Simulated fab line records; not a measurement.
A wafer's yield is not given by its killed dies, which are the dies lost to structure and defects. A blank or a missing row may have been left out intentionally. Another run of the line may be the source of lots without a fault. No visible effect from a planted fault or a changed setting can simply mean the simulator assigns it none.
What tool caused it? / flow nand-harc / Sampling: 12 lots, 36 wafers, 6 of 1159 route steps

WHAT THE GAUGES SHOWED, per wafer
NHARC_A_CHANNEL_HOLE_D1_CD_MEAS_30.
lot=L141; measured=day 8 10:10; on=cd-sem-03; cd-nm (nm)=89.5 90.3 89.9
lot=L143; measured=day 9 04:14; on=cd-sem-02; cd-nm (nm)=90.7 87.6 88.4
lot=L145; measured=day 9 16:54; on=cd-sem-03; cd-nm (nm)=90.3 89.0 91.3
lot=L146; measured=day 9 23:05; on=cd-sem-02; cd-nm (nm)=90.0 89.4 90.8
lot=L148; measured=day 10 17:30; on=cd-sem-03; cd-nm (nm)=88.3 89.4 88.6
lot=L150; measured=day 11 11:10; on=cd-sem-01; cd-nm (nm)=88.9 88.3 89.1
lot=L151; measured=day 11 17:14; on=cd-sem-02; cd-nm (nm)=89.8 91.3 89.2
lot=L153; measured=day 12 02:42; on=cd-sem-01; cd-nm (nm)=90.2 89.8 90.4
lot=L160; measured=day 13 12:59; on=cd-sem-01; cd-nm (nm)=90.2 88.4 89.0
lot=L162; measured=day 13 23:45; on=cd-sem-01; cd-nm (nm)=88.4 89.2 89.3
lot=L161; measured=day 14 03:46; on=cd-sem-02; cd-nm (nm)=91.7 88.2 90.5
lot=L163; measured=day 14 11:15; on=cd-sem-01; cd-nm (nm)=90.2 90.4 87.6

NHARC_A_CHANNEL_HOLE_D1_INSPECT_40.
lot=L141; measured=day 8 10:22; on=defect-inspect-02; raw-defect-count=54 52 56
lot=L143; measured=day 9 04:25; on=defect-inspect-01; raw-defect-count=31 49 35
lot=L145; measured=day 9 17:05; on=defect-inspect-02; raw-defect-count=68 35 35
lot=L146; measured=day 9 23:16; on=defect-inspect-02; raw-defect-count=68 68 94
lot=L148; measured=day 10 17:41; on=defect-inspect-01; raw-defect-count=56 55 55
lot=L150; measured=day 11 11:22; on=defect-inspect-02; raw-defect-count=74 68 77
lot=L151; measured=day 11 17:26; on=defect-inspect-01; raw-defect-count=67 63 49
lot=L153; measured=day 12 02:53; on=defect-inspect-02; raw-defect-count=49 52 69
lot=L160; measured=day 13 13:10; on=defect-inspect-01; raw-defect-count=82 75 1154
lot=L162; measured=day 13 23:56; on=defect-inspect-01; raw-defect-count=67 54 57
lot=L161; measured=day 14 03:58; on=defect-inspect-01; raw-defect-count=47 1160 57
lot=L163; measured=day 14 11:26; on=defect-inspect-01; raw-defect-count=91 83 105

NHARC_END_SORT_01.
lot=L141; measured=day 19 11:02; on=prober-02; killed-at-array=29 25 28; killed-at-other=1 2 1; killed-at-periphery=3 5 4; killed-dies=33 32 33; killed-open=3 5 3; killed-short=2 4 5
lot=L143; measured=day 19 11:49; on=prober-01; killed-at-array=7 11 13; killed-at-other=1 1 1; killed-at-periphery=1 1 2; killed-dies=9 13 16; killed-open=2 5 3; killed-short=0 0 2
lot=L145; measured=day 20 07:16; on=prober-02; killed-at-array=6 12 6; killed-at-other=0 0 0; killed-at-periphery=3 2 4; killed-dies=9 14 10; killed-open=1 4 2; killed-short=1 2 1
lot=L146; measured=day 20 05:38; on=prober-01; killed-at-array=27 13 17; killed-at-other=0 0 0; killed-at-periphery=1 3 0; killed-dies=28 16 17; killed-open=8 3 1; killed-short=4 0 2
lot=L148; measured=day 21 14:43; on=prober-01; killed-at-array=28 22 21; killed-at-other=0 0 0; killed-at-periphery=7 7 5; killed-dies=35 29 26; killed-open=1 4 3; killed-short=5 1 5
lot=L150; measured=day 21 16:22; on=prober-02; killed-at-array=30 30 36; killed-at-other=1 1 2; killed-at-periphery=5 12 10; killed-dies=36 43 48; killed-open=1 5 3; killed-short=4 3 2
lot=L151; measured=day 22 19:07; on=prober-02; killed-at-array=19 23 22; killed-at-other=0 0 0; killed-at-periphery=3 4 4; killed-dies=22 27 26; killed-open=3 3 1; killed-short=2 2 4
lot=L153; measured=day 22 10:25; on=prober-02; killed-at-array=38 32 25; killed-at-other=0 1 0; killed-at-periphery=4 3 5; killed-dies=42 36 30; killed-open=6 6 4; killed-short=4 2 2
lot=L160; measured=day 24 11:04; on=prober-02; killed-at-array=43 45 137; killed-at-other=0 3 2; killed-at-periphery=7 1 1; killed-dies=50 49 140; killed-open=6 3 4; killed-short=4 2 4
lot=L162; measured=day 25 06:34; on=prober-01; killed-at-array=17 27 13; killed-at-other=2 0 0; killed-at-periphery=3 2 3; killed-dies=22 29 16; killed-open=5 3 0; killed-short=4 2 5
lot=L161; measured=day 25 07:23; on=prober-02; killed-at-array=39 138 44; killed-at-other=0 0 1; killed-at-periphery=0 0 3; killed-dies=39 138 48; killed-open=4 3 6; killed-short=1 3 0
lot=L163; measured=day 25 15:08; on=prober-01; killed-at-array=34 45 36; killed-at-other=1 0 1; killed-at-periphery=3 6 4; killed-dies=38 51 41; killed-open=1 2 3; killed-short=4 2 3

TOOL THAT RAN EACH LOT (tool first, then ch and the chambers of the sampled wafers, then the start)
lot=L141; NHARC_A_CHANNEL_HOLE_D1_ETCH_33=har-etch-01 ch 0,1, day 8 08:36; NHARC_A_CHANNEL_HOLE_D1_ETCH_44=rie-diel-07 ch 0,1,3, day 8 09:21; NHARC_A_CHANNEL_FILL_D1_ALD_16=ald-hk-02 ch 0,1,2, day 9 00:46
lot=L143; NHARC_A_CHANNEL_HOLE_D1_ETCH_33=har-etch-02 ch 0,1, day 9 02:44; NHARC_A_CHANNEL_HOLE_D1_ETCH_44=rie-diel-07 ch 0,2, day 9 03:26; NHARC_A_CHANNEL_FILL_D1_ALD_16=ald-hk-03 ch 0,2, day 9 18:12
lot=L145; NHARC_A_CHANNEL_HOLE_D1_ETCH_33=har-etch-02 ch 0,1, day 9 15:25; NHARC_A_CHANNEL_HOLE_D1_ETCH_44=rie-diel-08 ch 1,2, day 9 16:07; NHARC_A_CHANNEL_FILL_D1_ALD_16=ald-hk-04 ch 1,2, day 10 05:32
lot=L146; NHARC_A_CHANNEL_HOLE_D1_ETCH_33=har-etch-01 ch 0,1, day 9 21:34; NHARC_A_CHANNEL_HOLE_D1_ETCH_44=rie-diel-04 ch 0,1,3, day 9 22:18; NHARC_A_CHANNEL_FILL_D1_ALD_16=ald-hk-02 ch 0,1,3, day 10 11:33
lot=L148; NHARC_A_CHANNEL_HOLE_D1_ETCH_33=har-etch-02 ch 0,1, day 10 15:58; NHARC_A_CHANNEL_HOLE_D1_ETCH_44=rie-diel-04 ch 0,3, day 10 16:41; NHARC_A_CHANNEL_FILL_D1_ALD_16=ald-hk-03 ch 0,1,3, day 11 05:20
lot=L150; NHARC_A_CHANNEL_HOLE_D1_ETCH_33=har-etch-01 ch 0,1, day 11 09:41; NHARC_A_CHANNEL_HOLE_D1_ETCH_44=rie-diel-07 ch 1,2, day 11 10:22; NHARC_A_CHANNEL_FILL_D1_ALD_16=ald-hk-04 ch 0,1,3, day 11 23:50
lot=L151; NHARC_A_CHANNEL_HOLE_D1_ETCH_33=har-etch-01 ch 1, day 11 15:43; NHARC_A_CHANNEL_HOLE_D1_ETCH_44=rie-diel-04 ch 1,2,3, day 11 16:27; NHARC_A_CHANNEL_FILL_D1_ALD_16=ald-hk-04 ch 0,2,3, day 12 06:02
lot=L153; NHARC_A_CHANNEL_HOLE_D1_ETCH_33=har-etch-02 ch 0, day 12 01:10; NHARC_A_CHANNEL_HOLE_D1_ETCH_44=rie-diel-04 ch 1,2,3, day 12 01:55; NHARC_A_CHANNEL_FILL_D1_ALD_16=ald-hk-02 ch 1,2,3, day 12 15:01
lot=L160; NHARC_A_CHANNEL_HOLE_D1_ETCH_33=har-etch-01 ch 0,1, day 13 11:28; NHARC_A_CHANNEL_HOLE_D1_ETCH_44=rie-diel-07 ch 0,1,2, day 13 12:11; NHARC_A_CHANNEL_FILL_D1_ALD_16=ald-hk-03 ch 0,2,3, day 14 01:35
lot=L162; NHARC_A_CHANNEL_HOLE_D1_ETCH_33=har-etch-02 ch 0,1, day 13 22:02; NHARC_A_CHANNEL_HOLE_D1_ETCH_44=rie-diel-04 ch 0,3, day 13 22:49; NHARC_A_CHANNEL_FILL_D1_ALD_16=ald-hk-02 ch 0,1,3, day 14 14:26
lot=L161; NHARC_A_CHANNEL_HOLE_D1_ETCH_33=har-etch-02 ch 0,1, day 14 02:12; NHARC_A_CHANNEL_HOLE_D1_ETCH_44=rie-diel-07 ch 1,2,3, day 14 02:57; NHARC_A_CHANNEL_FILL_D1_ALD_16=ald-hk-02 ch 0,1,2, day 14 16:24
lot=L163; NHARC_A_CHANNEL_HOLE_D1_ETCH_33=har-etch-02 ch 0,1, day 14 09:42; NHARC_A_CHANNEL_HOLE_D1_ETCH_44=rie-diel-08 ch 0,1,2, day 14 10:28; NHARC_A_CHANNEL_FILL_D1_ALD_16=ald-hk-03 ch 0,1, day 15 04:07
- NHARC_A_CHANNEL_HOLE_D1_ETCH_33: etches the open film in C4F8/O2/Ar, time 90 s, target depth 400 nm.
- NHARC_A_CHANNEL_HOLE_D1_ETCH_44: etches the open film in CF4/O2, target depth 140 nm, overetch 14 nm, time 77 s.
- NHARC_A_CHANNEL_FILL_D1_ALD_16: deposits SiO2, target thk 1.5 nm, pulse time 10 s, ald cycles 15.

WHAT THE TOOLS THEMSELVES READ (means of the sampled wafers that have a number; where no wafer has one, the mark that the record gives instead)
NHARC_A_CHANNEL_HOLE_D1_ETCH_33.
lot=L141; tool=har-etch-01; drypump-motor-current-A (A)=5.9; rf-fwd-power-W (W)=1980; showerhead-plenum-p-Torr (Torr)=3.70; throttle-valve-pct (%)=27.616
lot=L143; tool=har-etch-02; drypump-motor-current-A (A)=5.4; rf-fwd-power-W (W)=1982; showerhead-plenum-p-Torr (Torr)=3.77; throttle-valve-pct (%)=27.616
lot=L145; tool=har-etch-02; drypump-motor-current-A (A)=5.4; rf-fwd-power-W (W)=1983; showerhead-plenum-p-Torr (Torr)=3.77; throttle-valve-pct (%)=27.617
lot=L146; tool=har-etch-01; drypump-motor-current-A (A)=5.9; rf-fwd-power-W (W)=1988; showerhead-plenum-p-Torr (Torr)=3.77; throttle-valve-pct (%)=27.620
lot=L148; tool=har-etch-02; drypump-motor-current-A (A)=5.4; rf-fwd-power-W (W)=1979; showerhead-plenum-p-Torr (Torr)=3.76; throttle-valve-pct (%)=27.615
lot=L150; tool=har-etch-01; drypump-motor-current-A (A)=5.9; rf-fwd-power-W (W)=1991; showerhead-plenum-p-Torr (Torr)=3.76; throttle-valve-pct (%)=27.617
lot=L151; tool=har-etch-01; drypump-motor-current-A (A)=6.0; rf-fwd-power-W (W)=1986; showerhead-plenum-p-Torr (Torr)=3.85; throttle-valve-pct (%)=27.608
lot=L153; tool=har-etch-02; drypump-motor-current-A (A)=5.1; rf-fwd-power-W (W)=1974; showerhead-plenum-p-Torr (Torr)=3.73; throttle-valve-pct (%)=27.614
lot=L160; tool=har-etch-01; drypump-motor-current-A (A)=5.9; rf-fwd-power-W (W)=1989; showerhead-plenum-p-Torr (Torr)=3.75; throttle-valve-pct (%)=27.621
lot=L162; tool=har-etch-02; drypump-motor-current-A (A)=5.4; rf-fwd-power-W (W)=1980; showerhead-plenum-p-Torr (Torr)=3.74; throttle-valve-pct (%)=27.620
lot=L161; tool=har-etch-02; drypump-motor-current-A (A)=5.8; rf-fwd-power-W (W)=1981; showerhead-plenum-p-Torr (Torr)=3.76; throttle-valve-pct (%)=27.614
lot=L163; tool=har-etch-02; drypump-motor-current-A (A)=5.4; rf-fwd-power-W (W)=1986; showerhead-plenum-p-Torr (Torr)=3.73; throttle-valve-pct (%)=27.625

NHARC_A_CHANNEL_HOLE_D1_ETCH_44.
lot=L141; tool=rie-diel-07; drypump-motor-current-A (A)=5.5; oes_f_703_au (a.u.)=1.000; oes-product-au (a.u.)=0.998; rf-fwd-power-W (W)=297.5; rf-vpp-V (V)=197.4; showerhead-plenum-p-Torr (Torr)=1.37; throttle-valve-pct (%)=13.388
lot=L143; tool=rie-diel-07; drypump-motor-current-A (A)=5.4; oes_f_703_au (a.u.)=0.999; oes-product-au (a.u.)=0.990; rf-fwd-power-W (W)=296.4; rf-vpp-V (V)=198.0; showerhead-plenum-p-Torr (Torr)=1.34; throttle-valve-pct (%)=13.392
lot=L145; tool=rie-diel-08; drypump-motor-current-A (A)=5.7; oes_f_703_au (a.u.)=0.996; oes-product-au (a.u.)=1.001; rf-fwd-power-W (W)=296.9; rf-vpp-V (V)=198.9; showerhead-plenum-p-Torr (Torr)=1.39; throttle-valve-pct (%)=13.393
lot=L146; tool=rie-diel-04; drypump-motor-current-A (A)=6.2; oes_f_703_au (a.u.)=1.000; oes-product-au (a.u.)=1.005; rf-fwd-power-W (W)=297.6; rf-vpp-V (V)=198.0; showerhead-plenum-p-Torr (Torr)=1.37; throttle-valve-pct (%)=13.398
lot=L148; tool=rie-diel-04; drypump-motor-current-A (A)=6.2; oes_f_703_au (a.u.)=0.998; oes-product-au (a.u.)=0.995; rf-fwd-power-W (W)=298.6; rf-vpp-V (V)=198.4; showerhead-plenum-p-Torr (Torr)=1.37; throttle-valve-pct (%)=13.395
lot=L150; tool=rie-diel-07; drypump-motor-current-A (A)=5.8; oes_f_703_au (a.u.)=0.997; oes-product-au (a.u.)=0.991; rf-fwd-power-W (W)=297.5; rf-vpp-V (V)=198.0; showerhead-plenum-p-Torr (Torr)=1.36; throttle-valve-pct (%)=13.390
lot=L151; tool=rie-diel-04; drypump-motor-current-A (A)=6.3; oes_f_703_au (a.u.)=0.999; oes-product-au (a.u.)=1.011; rf-fwd-power-W (W)=297.4; rf-vpp-V (V)=198.0; showerhead-plenum-p-Torr (Torr)=1.36; throttle-valve-pct (%)=13.406
lot=L153; tool=rie-diel-04; drypump-motor-current-A (A)=6.3; oes_f_703_au (a.u.)=1.005; oes-product-au (a.u.)=1.008; rf-fwd-power-W (W)=297.7; rf-vpp-V (V)=198.3; showerhead-plenum-p-Torr (Torr)=1.36; throttle-valve-pct (%)=13.407
lot=L160; tool=rie-diel-07; drypump-motor-current-A (A)=5.6; oes_f_703_au (a.u.)=0.997; oes-product-au (a.u.)=0.999; rf-fwd-power-W (W)=297.5; rf-vpp-V (V)=197.9; showerhead-plenum-p-Torr (Torr)=1.35; throttle-valve-pct (%)=13.410
lot=L162; tool=rie-diel-04; drypump-motor-current-A (A)=6.1; oes_f_703_au (a.u.)=1.001; oes-product-au (a.u.)=1.009; rf-fwd-power-W (W)=297.2; rf-vpp-V (V)=198.0; showerhead-plenum-p-Torr (Torr)=1.36; throttle-valve-pct (%)=13.394
lot=L161; tool=rie-diel-07; drypump-motor-current-A (A)=5.7; oes_f_703_au (a.u.)=0.999; oes-product-au (a.u.)=0.996; rf-fwd-power-W (W)=296.9; rf-vpp-V (V)=197.9; showerhead-plenum-p-Torr (Torr)=1.32; throttle-valve-pct (%)=13.401
lot=L163; tool=rie-diel-08; drypump-motor-current-A (A)=5.8; oes_f_703_au (a.u.)=1.001; oes-product-au (a.u.)=1.001; rf-fwd-power-W (W)=297.7; rf-vpp-V (V)=196.8; showerhead-plenum-p-Torr (Torr)=1.35; throttle-valve-pct (%)=13.398

NHARC_A_CHANNEL_FILL_D1_ALD_16.
lot=L141; tool=ald-hk-02; heater-power-w (W)=467; precursor-pulse-height-rel=1.004
lot=L143; tool=ald-hk-03; heater-power-w (W)=509; precursor-pulse-height-rel=1.006
lot=L145; tool=ald-hk-04; heater-power-w (W)=422; precursor-pulse-height-rel=1.026
lot=L146; tool=ald-hk-02; heater-power-w (W)=478; precursor-pulse-height-rel=1.000
lot=L148; tool=ald-hk-03; heater-power-w (W)=498; precursor-pulse-height-rel=1.026
lot=L150; tool=ald-hk-04; heater-power-w (W)=459; precursor-pulse-height-rel=1.006
lot=L151; tool=ald-hk-04; heater-power-w (W)=470; precursor-pulse-height-rel=0.992
lot=L153; tool=ald-hk-02; heater-power-w (W)=478; precursor-pulse-height-rel=1.011
lot=L160; tool=ald-hk-03; heater-power-w (W)=501; precursor-pulse-height-rel=1.005
lot=L162; tool=ald-hk-02; heater-power-w (W)=470; precursor-pulse-height-rel=0.995
lot=L161; tool=ald-hk-02; heater-power-w (W)=465; precursor-pulse-height-rel=0.995
lot=L163; tool=ald-hk-03; heater-power-w (W)=476; precursor-pulse-height-rel=1.014

THE ANSWER, worked out from the rows above alone
Rule: usual is defined by the lots themselves. The widest of any qualifying gaps counts: lots, ordered by their means at a reading, are off when they make up no more than a third of the lots, leave a main group of 4 or more, and stand apart from it by 3 or more times the standard deviation of that group's means. If all means in a main group match to the digits the tables above print for the reading, that group is not used. Also off: a lot with no number at a reading for which 4 or more lots have one. All remaining lots with rows at the step are treated as sound. The gauges are gone through in route order, then the tools' own readings, and for those a lot's mean is taken as printed above. The first step at which some lot is off is used, and at that step the reading that is off furthest; a lot without a number counts as furthest.
Off at NHARC_A_CHANNEL_HOLE_D1_INSPECT_40 (raw-defect-count): L160, L161. Main group: mean 61, sd 15.
If a tool, at a process step before that reading, ran all the lots that are off and no sound lot after the first of them, it fits. The gauges at NHARC_A_CHANNEL_HOLE_D1_INSPECT_40 aren't tried: what is off there is off at NHARC_END_SORT_01 too, on other tools, and a gauge's error can't cause that. One fits: NHARC_A_CHANNEL_HOLE_D1_ETCH_44 on rie-diel-07. Its last sound lot is L150 (day 11 10:22), its first lot that is off L160 (day 13 12:11): a fault that began between those two fits.

WHAT THE SIMULATOR PUT IN
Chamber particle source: rie-diel-07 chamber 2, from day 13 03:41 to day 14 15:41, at NHARC_A_CHANNEL_HOLE_D1_ETCH_44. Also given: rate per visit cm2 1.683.
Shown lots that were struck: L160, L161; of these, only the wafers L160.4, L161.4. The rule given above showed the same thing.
